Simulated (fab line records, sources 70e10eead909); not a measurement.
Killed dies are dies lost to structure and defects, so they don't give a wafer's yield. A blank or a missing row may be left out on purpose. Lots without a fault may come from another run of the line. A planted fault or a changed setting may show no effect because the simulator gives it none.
Which tool did it? | flow nand_harc | 10 lots, 30 wafers sampled, at 7 steps of a route of 1302

WHAT THE GAUGES READ, wafer by wafer
NHARC_A_CHANNEL_HOLE_D1_CD_MEAS_30.
lot  | measured     | on        | cd_nm (nm)
L614 | day 8 16:12  | cd_sem-01 | 93.2 90.8 88.5
L615 | day 9 05:20  | cd_sem-03 | 89.5 92.8 87.1
L617 | day 10 03:59 | cd_sem-03 | 91.4 91.9 93.0
L618 | day 10 06:22 | cd_sem-02 | 92.9 90.2 93.0
L622 | day 12 05:22 | cd_sem-01 | 91.4 90.0 92.8
L623 | day 13 00:38 | cd_sem-01 | 89.2 90.7 89.0
L627 | day 14 15:47 | cd_sem-02 | 0.5 -0.3 0.5
L629 | day 15 05:01 | cd_sem-02 | -1.0 0.7 1.7
L636 | day 17 23:53 | cd_sem-01 | 90.7 90.9 90.6
L637 | day 18 10:06 | cd_sem-02 | 89.9 89.2 90.0

NHARC_A_CHANNEL_FILL_D1_THK_MEAS_06: measures by ellipsometry.
lot  | measured     | on            | thk_nm (nm)
L614 | day 10 04:53 | film_metro-01 | 4.1 6.7 3.0
L615 | day 10 18:46 | film_metro-02 | 6.0 5.3 4.2
L617 | day 11 16:38 | film_metro-02 | 4.5 3.8 4.5
L618 | day 11 16:38 | film_metro-01 | 5.9 4.4 4.6
L622 | day 13 18:54 | film_metro-01 | 6.9 5.5 6.7
L623 | day 14 10:34 | film_metro-01 | 5.1 6.6 4.1
L636 | day 19 10:07 | film_metro-01 | 3.8 6.1 5.7
L637 | day 20 00:27 | film_metro-01 | 4.8 4.7 4.9

NHARC_END_SORT_01.
lot  | measured     | on        | killed_at_array | killed_at_other | killed_at_periphery | killed_dies | killed_open | killed_short
L627 | day 29 19:25 | prober-01 | 673 669 674     | 0 0 0           | 4 8 3               | 677 677 677 | 4 3 5       | 3 4 3
L629 | day 30 14:38 | prober-02 | 672 676 673     | 2 0 0           | 3 1 4               | 677 677 677 | 7 5 10      | 3 3 3

WHICH TOOL RAN EACH LOT (tool, then ch and the chambers of the sampled wafers, then the start)
lot  | NHARC_A_CHANNEL_HOLE_D1_ETCH_22  | NHARC_A_CHANNEL_HOLE_D1_ETCH_23  | NHARC_A_CHANNEL_HOLE_D1_ETCH_33  | NHARC_A_CHANNEL_HOLE_D1_XSEM_31
L614 | har_etch-01 ch 0,1, day 8 11:34  | har_etch-01 ch 0,1, day 8 12:10  | har_etch-01 ch 0,1, day 8 14:33  | xsem-01 ch 0, day 8 16:17
L615 | har_etch-01 ch 0,1, day 9 00:41  | har_etch-01 ch 0,1, day 9 01:14  | har_etch-01 ch 0,1, day 9 03:48  | xsem-02 ch 0, day 9 05:26
L617 | har_etch-01 ch 0,1, day 9 23:25  | har_etch-01 ch 0,1, day 10 00:01 | har_etch-01 ch 0,1, day 10 02:28 | xsem-02 ch 0, day 10 04:04
L618 | har_etch-02 ch 0,1, day 10 01:19 | har_etch-02 ch 0,1, day 10 01:55 | har_etch-02 ch 0,1, day 10 04:22 | xsem-01 ch 0, day 10 06:26
L622 | har_etch-02 ch 0,1, day 12 00:52 | har_etch-02 ch 0,1, day 12 01:28 | har_etch-02 ch 0,1, day 12 03:52 | xsem-02 ch 0, day 12 05:28
L623 | har_etch-02 ch 0,1, day 12 20:12 | har_etch-02 ch 0,1, day 12 20:49 | har_etch-02 ch 0,1, day 12 23:09 | xsem-01 ch 0, day 13 00:44
L627 | har_etch-01 ch 0,1, day 14 11:12 | har_etch-01 ch 0,1, day 14 11:47 | har_etch-01 ch 0,1, day 14 14:16 | xsem-01 ch 0, day 14 15:52
L629 | har_etch-02 ch 0,1, day 15 00:20 | har_etch-02 ch 0,1, day 15 00:55 | har_etch-02 ch 0,1, day 15 03:28 | xsem-02 ch 0, day 15 05:07
L636 | har_etch-01 ch 0,1, day 17 19:19 | har_etch-01 ch 0,1, day 17 19:53 | har_etch-01 ch 0,1, day 17 22:21 | xsem-02 ch 0, day 17 23:58
L637 | har_etch-02 ch 0,1, day 18 05:25 | har_etch-02 ch 0,1, day 18 05:59 | har_etch-02 ch 0,1, day 18 08:33 | xsem-01 ch 0, day 18 10:11
- NHARC_A_CHANNEL_HOLE_D1_ETCH_22: etches the open film in C4F8/O2/Ar, time 666.7 s, target depth 1600 nm.
- NHARC_A_CHANNEL_HOLE_D1_ETCH_23: etches the open film in C4F8/O2/Ar, time 819 s, target depth 1600 nm.
- NHARC_A_CHANNEL_HOLE_D1_ETCH_33: etches the open film in C4F8/O2/Ar, time 90 s, target depth 400 nm.
- NHARC_A_CHANNEL_HOLE_D1_XSEM_31

WHAT THE TOOLS THEMSELVES READ (means of the sampled wafers that have a number; where no wafer has one, the mark that the record gives instead)
NHARC_A_CHANNEL_HOLE_D1_ETCH_22.
lot  | tool        | c4f8_flow_sccm (sccm) | chamber_pressure_mTorr (mTorr) | drypump_motor_current_A (A) | showerhead_plenum_p_Torr (Torr) | throttle_valve_pct (%)
L614 | har_etch-01 | 89.00                 | 20.011                         | 5.63                        | 3.71                            | 32.154
L615 | har_etch-01 | 89.05                 | 20.007                         | 5.50                        | 3.68                            | 32.156
L617 | har_etch-01 | 88.83                 | 20.002                         | 5.50                        | 3.67                            | 32.161
L618 | har_etch-02 | 89.20                 | 20.007                         | 5.28                        | 3.71                            | 32.156
L622 | har_etch-02 | 89.54                 | 20.009                         | 5.26                        | 3.69                            | 32.155
L623 | har_etch-02 | 89.18                 | 20.020                         | 5.28                        | 3.63                            | 32.170
L627 | har_etch-01 | -                     | -                              | -                           | -                               | -
L629 | har_etch-02 | -                     | -                              | -                           | -                               | -
L636 | har_etch-01 | 89.16                 | 19.992                         | 5.63                        | 3.64                            | 32.156
L637 | har_etch-02 | 89.34                 | 19.989                         | 5.25                        | 3.85                            | 32.156

NHARC_A_CHANNEL_HOLE_D1_ETCH_23.
lot  | tool        | c4f8_flow_sccm (sccm) | chamber_pressure_mTorr (mTorr) | drypump_motor_current_A (A) | showerhead_plenum_p_Torr (Torr) | throttle_valve_pct (%)
L614 | har_etch-01 | 89.12                 | 20.003                         | 5.60                        | 3.71                            | 32.155
L615 | har_etch-01 | 89.01                 | 19.983                         | 5.48                        | 3.68                            | 32.153
L617 | har_etch-01 | 89.25                 | 19.986                         | 5.52                        | 3.67                            | 32.150
L618 | har_etch-02 | 89.25                 | 19.995                         | 5.26                        | 3.71                            | 32.155
L622 | har_etch-02 | 89.20                 | 20.005                         | 5.28                        | 3.69                            | 32.155
L623 | har_etch-02 | 89.42                 | 19.996                         | 5.25                        | 3.63                            | 32.154
L627 | har_etch-01 | 89.17                 | 19.985                         | 5.61                        | 3.66                            | 32.151
L629 | har_etch-02 | 89.29                 | 20.015                         | 5.27                        | 3.67                            | 32.163
L636 | har_etch-01 | 89.26                 | 19.992                         | 5.59                        | 3.63                            | 32.148
L637 | har_etch-02 | 89.32                 | 20.005                         | 5.27                        | 3.85                            | 32.149

NHARC_A_CHANNEL_HOLE_D1_ETCH_33.
lot  | tool        | bias_v (V) | c4f8_flow_sccm (sccm) | drypump_motor_current_A (A) | showerhead_plenum_p_Torr (Torr) | throttle_valve_pct (%)
L614 | har_etch-01 | 399        | 41.66                 | 5.59                        | 3.75                            | 27.622
L615 | har_etch-01 | 402        | 41.80                 | 5.51                        | 3.71                            | 27.618
L617 | har_etch-01 | 400        | 41.71                 | 5.51                        | 3.71                            | 27.614
L618 | har_etch-02 | 401        | 41.68                 | 5.29                        | 3.74                            | 27.624
L622 | har_etch-02 | 400        | 41.74                 | 5.27                        | 3.73                            | 27.613
L623 | har_etch-02 | 402        | 41.69                 | 5.25                        | 3.67                            | 27.621
L627 | har_etch-01 | 399        | 41.70                 | 5.58                        | 3.70                            | 27.625
L629 | har_etch-02 | 398        | 41.60                 | 5.26                        | 3.70                            | 27.621
L636 | har_etch-01 | 400        | 41.63                 | 5.61                        | 3.67                            | 27.615
L637 | har_etch-02 | 399        | 41.77                 | 5.28                        | 3.89                            | 27.631

NHARC_A_CHANNEL_HOLE_D1_XSEM_31.
lot  | tool    | bot_cd_nm (nm) | bow_nm (nm) | tilt_deg (degrees)
L614 | xsem-01 | 74.9           | 8.7         | 0.12
L615 | xsem-02 | 75.5           | 9.0         | 0.09
L617 | xsem-02 | 77.4           | 8.8         | 0.04
L618 | xsem-01 | 77.4           | 8.5         | 0.11
L622 | xsem-02 | 76.6           | 8.5         | 0.08
L623 | xsem-01 | 74.4           | 7.9         | 0.09
L627 | xsem-01 | 1.1            | 0.3         | 0.08
L629 | xsem-02 | 0.5            | 0.6         | 0.12
L636 | xsem-02 | 75.1           | 9.4         | 0.08
L637 | xsem-01 | 75.2           | 9.1         | 0.09

THE ANSWER, worked out from the rows above alone
Rule: what is usual is taken from the lots themselves. Put in order of their means at a reading, lots are off if they are a third of the lots or fewer, leave a main group of 4 or more, and stand apart from it by a gap of 3 or more times the standard deviation of the main group's means; of several such gaps the widest counts. A main group whose means are all the same, to the digits that the tables above print for the reading, isn't used. A lot without any number at a reading at which 4 lots or more have one is off too. The other lots that the step has rows for count as sound. The gauges are gone through in route order, then the tools' own readings, and for those a lot's mean is taken as printed above. The first step at which some lot is off is used, and at that step the reading that is off furthest; a lot without a number counts as furthest.
Off: L627, L629, at NHARC_A_CHANNEL_HOLE_D1_CD_MEAS_30 (cd_nm). The main group: mean 90.8 nm, standard deviation 0.95.
A tool fits if, at a process step before that reading, it ran every lot that is off, and no sound lot after the first of them. The gauges at NHARC_A_CHANNEL_HOLE_D1_CD_MEAS_30 aren't tried: what is off there is off at NHARC_A_CHANNEL_HOLE_D1_ETCH_22 too, on other tools, and a gauge's error can't cause that. None of those tried fits.

WHAT THE SIMULATOR HAD PUT IN
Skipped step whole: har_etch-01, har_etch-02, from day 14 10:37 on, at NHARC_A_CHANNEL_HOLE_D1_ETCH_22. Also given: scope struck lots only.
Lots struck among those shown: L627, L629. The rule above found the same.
